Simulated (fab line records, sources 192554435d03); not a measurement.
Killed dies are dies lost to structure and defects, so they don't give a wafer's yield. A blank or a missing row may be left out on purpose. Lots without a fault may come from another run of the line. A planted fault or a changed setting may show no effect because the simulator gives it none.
A struck lot beside a sound one | flow n5_finfet | 38 steps out of a route of 1938
Sound: wafers L498.2, L498.3, L498.6. Struck: wafers L502.1, L502.2. The cause comes at the end.
At each step with rows: each side's tool, then ch and its chambers, then its first start. Under that, the readings that differ: sound wafers | struck wafers | difference of the means | sigmas: that difference in standard deviations of wafers without a fault.
alike: readings whose means differ by less than 2 such deviations, and words and numbers that are the same on both sides. not compared: withheld readings, readings that some wafer has no value for, bounds like >300 that may hide the same value, and numbers for which the record gives no deviation and whose values overlap.
The two part at a step that has a row with sigmas, a row that says differs or no value, or rows on one side only. Numbers that don't overlap but have no deviation are shown without sigmas and don't part them. A reading that every wafer of one side lacks parts them only if that side has two wafers or more.

first, 9 steps without rows for these wafers: N5_PMOS_HMC_CHANNEL_EPI_SRD_25 (time 30 s); N5_PMOS_HMC_CHANNEL_EPI_EPI_26 (deposits Si from SiH4/H2, target thk 3.8 nm, time 22.7 s); N5_FIN_SAQP_PRECLEAN_42 (cleans in O3/DIW, time 60 s); N5_FIN_SAQP_PRECLEAN_00 (cleans in SC1, time 60 s); N5_FIN_SAQP_PRECLEAN_44 (cleans in SC2, time 45 s); N5_FIN_SAQP_SRD_01 (time 30 s); N5_FIN_SAQP_ALD_61 (deposits SiO2, target thk 4 nm, pulse time 1 s, purge time 2 s); N5_FIN_SAQP_DENSIFY_62 (time 60 s); N5_FIN_SAQP_HM_DEP_03 (deposits SiNx from SiH4/NH3/N2, target thk 38 nm, time 33.6 s).
N5_FIN_SAQP_PECVD_47: deposits a-Si from SiH4/He, target thk 45 nm, time 36.3 s.
  sound on pecvd-03 ch 0,1,2, day 4 22:16; struck on pecvd-03 ch 1,2, day 5 21:13
  reading                                     | sound            | struck      | difference | sigmas
  run_length_s (s)                            | 73.6 72.2 73.3   | 79.1 77.7   | +5.4       | +8
  model.a-Si_of_FIN_SAQP_PECVD_47.thk_nm (nm) | 44.51 44.95 45.7 | 51.35 51.63 | +6.44      |
  alike: chamber_pressure_Torr, heater_power_w, rf_fwd_power_W, showerhead_plenum_p_Torr, showerhead_vpp_V, throttle_valve_pct
then, 25 steps without rows for these wafers: N5_FIN_SAQP_PECVD_48 (deposits SiNx from SiH4/NH3/N2, target thk 25 nm, time 22.1 s); N5_FIN_SAQP_PECVD_06 (deposits a-Si from SiH4/He, target thk 60 nm, time 48.1 s); N5_FIN_SAQP_HM_DEP_72 (deposits SiO2 from SiH4/N2O, target thk 12 nm, time 7.2 s); N5_FIN_SAQP_COAT_49 (time 60 s, resist thk 100 nm); N5_FIN_SAQP_COAT_50 (time 60 s, resist thk 35 nm); N5_FIN_SAQP_COAT_10 (resist thk 90 nm); N5_FIN_SAQP_EBR_12; N5_FIN_SAQP_SOFTBAKE_11 (time 60 s); N5_FIN_SAQP_EXPOSE_13 (exposes mask FIN CORE, target cd 35.6 nm); N5_FIN_SAQP_PEB_14 (peb time 60 s); N5_FIN_SAQP_DEVELOP_15 (develop time 30 s); N5_FIN_SAQP_DESCUM_21 (chemistry O2, time 7.9 s); N5_FIN_SAQP_ETCH_51 (etches SiARC in CF4, target depth 45.5 nm, time 75.8 s); N5_FIN_SAQP_ETCH_52 (etches SOC in N2/H2, target depth 100 nm, overetch 20 nm, time 150 s); N5_FIN_SAQP_STRIP_53 (strips in N2/H2); N5_FIN_SAQP_HM_OPEN_73 (chemistry CHF3/O2, target SiO2, stops on a-Si, target depth 12 nm, time 16.8 s); N5_FIN_SAQP_STRIP_74 (strips in CHF3/O2); N5_FIN_SAQP_MANDREL_ETCH_22 (etches a-Si in HBr/Cl2, stops on SiNx, target depth 60 nm, bt time 10 s, time 30 s); N5_FIN_SAQP_STRIP_55 (strips in N2/H2); N5_FIN_SAQP_STRIP_23 (strips in SPM, time 750 s); N5_FIN_SAQP_SRD_66 (time 30 s); N5_FIN_SAQP_RECESS_75 (chemistry HF/NH3, target SiO2, target depth 14.4 nm, afs cycles 3, sublimation time 60 s); N5_FIN_SAQP_SPACER1_ALD_24 (deposits SiO2, target thk 20.3 nm, pulse time 1 s, purge time 2 s); N5_FIN_SAQP_SPACER1_ETCHBACK_25 (etches SiO2 in CHF3/O2, target depth 24.4 nm, time 12.2 s); N5_FIN_SAQP_MANDREL1_REMOVE_56 (chemistry HBr/Cl2/O2, target a-Si, stops on SiNx, bt time 10 s).
N5_FIN_SAQP_MANDREL_ETCH_58: etches a-Si in HBr/Cl2, stops on SiNx, target depth 45 nm, bt time 10 s, time 27 s.
  sound on rie_si-05 ch 0,1, day 5 02:16; struck on rie_si-02 ch 0,3, day 6 00:12
  reading                  | sound             | struck      | difference | sigmas
  oes_product_au (a.u.)    | 0.710 0.705 0.704 | 0.757 0.750 | +0.047     | +3
  rf_fwd_power_W (W)       | 795.1 795.7 797.5 | 791.2 789.2 | -5.9       | -2
  model.etch.depth_nm (nm) | 44.51 44.95 45.7  | 51.35 51.63 | +6.44      |
  alike: HBr_flow_sccm, drypump_motor_current_A, throttle_valve_pct
  not compared: rf_hours_counter_h
-- the record jumps here: 6 days lie between the struck wafers' starts before and after (it left off in module FIN_SAQP and takes up again in module BEOL_M4, whose first step shown is number 1111 of the route) --
N5_BEOL_M4_RC_MEAS_101:
  sound on prober-02 ch 0, day 10 19:23; struck on prober-01 ch 0, day 11 18:53
  alike: DIBL_N, DIBL_P, IOFF_N, IOFF_P, ION_N, ION_P, SS_N, SS_P, VT_N, VT_P
-- the record jumps here: 5 days lie between the struck wafers' starts before and after (it left off in module BEOL_M4 and takes up again in module PASSIVATION, whose first step shown is number 1936 of the route) --
N5_PASSIVATION_PROBE_49:
  sound on prober-02, day 14 22:28; struck on prober-02, day 16 08:23
  reading             | sound    | struck | difference | sigmas
  killed_at_front_end | 57 46 61 | 31 24  | -27        | -2
  alike: defect_limited_yield, killed_at_M0_to_M3, killed_at_M4_up, killed_at_contacts, killed_at_other, killed_dies, killed_on_rim, killed_open, killed_short, sort_bin_4_leakage, sort_bin_5_function, sort_bin_6_memory, sort_n_pass, sort_yield_pct

WHERE THEY PART
First at N5_FIN_SAQP_PECVD_47; last, within this record, at N5_PASSIVATION_PROBE_49.

WHY: what the simulator had put in
Process parameter drift: pecvd-03, from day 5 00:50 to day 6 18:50, at N5_FIN_SAQP_PECVD_47. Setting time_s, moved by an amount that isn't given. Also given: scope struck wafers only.
